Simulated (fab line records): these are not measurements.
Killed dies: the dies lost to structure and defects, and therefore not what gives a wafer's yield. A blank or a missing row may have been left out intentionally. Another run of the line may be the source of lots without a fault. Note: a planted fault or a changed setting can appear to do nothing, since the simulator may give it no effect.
Split-lot experiment	flow n5 finfet	7 lots, 21 wafers read, on a route of 1938 steps

SPLIT DETAILS
At N5_BEOL_M4_ETCH_64 (etches SOC in N2/H2, target depth 75 nm, overetch 22.5 nm, time 121.9 s), the setting bias w was moved away from the recipe's 150 W on 4 of the 21 wafers read, by -10.6% to +12.5%. The other wafers ran this setting at the recipe's value.

The split's own step is where the reading is taken.

THE READING
rf vpp V, in V, at N5_BEOL_M4_ETCH_64 (etches SOC in N2/H2, target depth 75 nm, overetch 22.5 nm, time 121.9 s). Fault-free wafers of this fab line usually give 523.8 V, standard deviation 2.6 V.

wafer	tool, chamber at the split	bias w as run, W	against the recipe	rf vpp V, V	against lot-mates on the recipe
L080.1	rie diel-01, 0	150	recipe	522.8	-
L080.2	rie diel-01, 1	150	recipe	520.4	-
L080.6	rie diel-01, 0	150	recipe	523.0	-
L081.2	rie diel-04, 1	150	recipe	523.2	-
L081.5	rie diel-04, 3	150	recipe	524.2	-
L081.6	rie diel-04, 1	150	recipe	522.5	-
L083.1	rie diel-04, 1	150	recipe	523.3	-
L083.2	rie diel-04, 2	150	recipe	521.3	-
L083.6	rie diel-04, 2	134.1	-10.6%	486.0	-36.3
L087.2	rie diel-01, 2	150	recipe	528.4	-
L087.5	rie diel-01, 1	150	recipe	519.7	-
L087.6	rie diel-01, 0	150	recipe	520.9	-
L089.1	rie diel-03, 2	150	recipe	522.5	-
L089.3	rie diel-03, 0	150	recipe	529.2	-
L089.4	rie diel-03, 3	150	recipe	523.2	-
L092.1	rie diel-04, 2	164.6	+9.7%	552.0	+26.5
L092.3	rie diel-04, 0	150	recipe	524.7	-
L092.5	rie diel-04, 3	150	recipe	526.4	-
L096.1	rie diel-04, 1	150	recipe	521.7	-
L096.3	rie diel-04, 2	168.7	+12.5%	560.3	+38.6
L096.6	rie diel-04, 3	168.7	+12.5%	565.4	+43.7

FIT RESULTS
A straight line over all 21 wafers: rf vpp V changes by +3.22 V for each +1% of bias w; r = +0.99; the points scatter about the line by 2.7 V.
The same after taking each lot's own level away (the mean of its wafers on the recipe; 21 wafers): +3.23 V for each +1%; r = +0.99; scatter 2.5 V.
That fit puts the effect of the largest move of bias w on the reading at 40 V.
The span of the lots' own levels, 521.70 to 525.55 V, comes to 1.5 times the standard deviation stated above.
The two slopes are in agreement: the lot-to-lot level therefore moves the slope only a little.
Check: for one of the wafers moved furthest among these (+12.5%), held out of the fit, the line's prediction against its lot-mates is +40.7 V. Against them it came out at +38.6 V.
Tool readings at the split's step, against how far the setting was moved: rf vpp V r = +0.99.

OTHER SPLITS ON THESE WAFERS
These wafers also went through other splits before the reading. Each is held against what the fit with the lots' levels taken away leaves over:
other split on the same wafers	wafers away from the commonest value	r with rf vpp V (lot level and that fit taken away)
N5_BEOL_M2_TRENCH_ETCH_37 time s	6	+0.32
N5_BEOL_M3_EXPOSE_25 dose mj	4	+0.14
N5_BEOL_M4_DESCUM_16 time s	9	+0.04

THE WHOLE CHAIN: every reading that the file lists as answering this split, in the file's order
step	what it does	reading	change (the file's fit)	r (the file's)
N5_BEOL_M4_ETCH_64	etches SOC in N2/H2, target depth 75 nm, overetch 22.5 nm, time 121.9 s	rf vpp V	+3.19 V for each +1% of the setting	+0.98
N5_BEOL_M4_ETCH_64	etches SOC in N2/H2, target depth 75 nm, overetch 22.5 nm, time 121.9 s	SiARC_of_BEOL_M4_COAT_62.thk nm (the simulator's own value, which no gauge read)	-0.0776 nm for each +1% of the setting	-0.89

FILE'S OWN FIT
rf vpp V changes by +3.19 V for each +1% of bias w, r = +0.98.
